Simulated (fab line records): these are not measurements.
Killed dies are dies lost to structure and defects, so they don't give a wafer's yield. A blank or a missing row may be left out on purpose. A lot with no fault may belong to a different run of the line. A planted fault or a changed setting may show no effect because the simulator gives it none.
Chamber matching ; flow n5-finfet ; N5_HKMG_FIN_CMP_94 on cmp-04: 4 sister chambers
The step polishes, stops on SiNx, t overpolish 4.7 s, target thk 43.299 nm. 8 wafers are shown with their chamber, then 7 later ones without.

WAFERS, EACH WITH ITS CHAMBER
wafer;chamber;motor-current-A (A);platen-rpm (rpm)
L084.5;1;11.9;50.29
L085.1;0;12.2;50.30
L085.2;2;11.7;50.28
L090.2;3;12.4;50.32
L090.4;2;11.4;50.20
L090.5;0;13.2;50.24
L091.1;1;12.2;50.31
L091.2;3;12.0;50.33

WAFERS WHOSE CHAMBER IS MISSING
wafer;motor-current-A (A);platen-rpm (rpm)
L091.4;12.7;50.29
L093.1;12.3;50.28
L093.5;12.5;50.29
L093.6;11.3;50.25
L095.2;12.0;50.29
L095.3;12.5;50.25
L095.5;13.0;50.23

WHICH CHAMBER EACH ONE RAN IN
wafer;from the rows above;in truth
L091.4;can't be placed: 0 or 3 or 1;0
L093.1;can't be placed: 1 or 0 or 3 or 2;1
L093.5;can't be placed: 0 or 1 or 3 or 2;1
L093.6;can't be placed: 2 or 1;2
L095.2;can't be placed: 1 or 3 or 2 or 0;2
L095.3;can't be placed: 0 or 1 or 3 or 2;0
L095.5;can't be placed: 0 or 1 or 3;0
Correct placement for 0 of the 7. Can't be placed from these rows: 7 (the true chamber is among the candidates in 7). Placed wrongly: 0.
How it was worked out, from the rows above alone: a wafer's distance from a chamber is the root of the sum, over the readings, of the square of ((its reading less the chamber's mean) divided by the reading's scatter). If the next closest chamber is less than 2 further off than the closest, the wafer can't be placed; otherwise it belongs to the closest. The mean given for a chamber averages the wafers shown for that chamber. The scatter: the root of (the sum of the squares of (reading less its chamber's mean) over the shown wafers, divided by (wafers less chambers)).
